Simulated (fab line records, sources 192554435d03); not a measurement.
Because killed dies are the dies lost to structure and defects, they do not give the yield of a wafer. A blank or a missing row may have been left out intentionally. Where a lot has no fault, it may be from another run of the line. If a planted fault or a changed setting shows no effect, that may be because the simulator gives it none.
Matching of chambers ; flow n5-finfet ; N5_BEOL_M10_CMP_52 on cmp-02 has 4 sister chambers
The step polishes, stops on SiCOH lowk, t overpolish 7 s, target thk 140 nm. 20 wafers are shown with their chamber, then 10 later ones without.

== WAFERS, EACH WITH ITS CHAMBER ==
wafer;chamber;motor-current-A (A);time-to-endpoint-s (s);barrier-field-endpoint-s (s)
L074.1;1;6.4;73;29.9
L074.4;2;7.6;74;30.7
L074.6;3;5.3;69;28.9
L078.1;1;6.5;68;28.8
L078.3;3;5.5;71;28.7
L078.5;1;6.7;70;29.0
L079.1;3;5.8;71;29.8
L079.2;0;6.8;68;28.8
L079.4;2;7.6;77;31.4
L083.2;0;6.6;67;28.4
L083.4;1;6.6;69;28.7
L083.6;1;6.3;67;28.2
L082.1;0;6.9;66;28.1
L082.4;1;6.7;67;29.5
L082.6;1;6.4;64;28.4
L088.3;1;6.4;72;29.8
L088.4;0;6.5;64;28.7
L088.6;0;6.7;65;29.3
L090.2;1;7.0;70;28.5
L090.5;0;6.6;65;27.7

SIGNATURES (averages over the wafers above)
reading;chamber 0;chamber 1;chamber 2;chamber 3;scatter within a chamber
motor-current-A;6.683;6.556;7.600;5.533;0.196
time-to-endpoint-s;65.83;68.89;75.50;70.33;2.22
barrier-field-endpoint-s;28.500;28.978;31.050;29.133;0.591
Rule: distance of a wafer from a chamber = root of the sum over the readings of ((wafer's reading minus chamber's mean) / reading's scatter) squared. If the next closest chamber is less than 2 further off than the closest, the wafer can't be placed; otherwise it belongs to the closest. The scatter: take each reading less its chamber's mean, square it, sum over the shown wafers, divide by the number of wafers less the number of chambers, and take the root.

== WAFERS WITHOUT THEIR CHAMBER ==
wafer;motor-current-A (A);time-to-endpoint-s (s);barrier-field-endpoint-s (s)
L090.6;5.4;66;28.1
L093.1;6.6;70;28.8
L093.3;6.5;66;28.7
L093.4;7.6;76;31.0
L092.1;6.7;69;28.6
L092.2;6.7;66;28.8
L092.5;6.8;68;28.9
L095.1;6.2;66;29.3
L095.2;6.3;69;28.7
L095.3;5.6;69;29.4

== EACH ONE'S CHAMBER ==
wafer;from the rows above;in truth
L090.6;3;3
L093.1;can't be placed: 1 or 0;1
L093.3;can't be placed: 0 or 1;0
L093.4;2;2
L092.1;can't be placed: 1 or 0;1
L092.2;can't be placed: 0 or 1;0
L092.5;can't be placed: 1 or 0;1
L095.1;can't be placed: 1 or 0 or 3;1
L095.2;can't be placed: 1 or 0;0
L095.3;3;3
3 of 10 placed correctly. These rows do not allow placing 7 (true chamber among the candidates in 7). Number placed wrongly: 0.
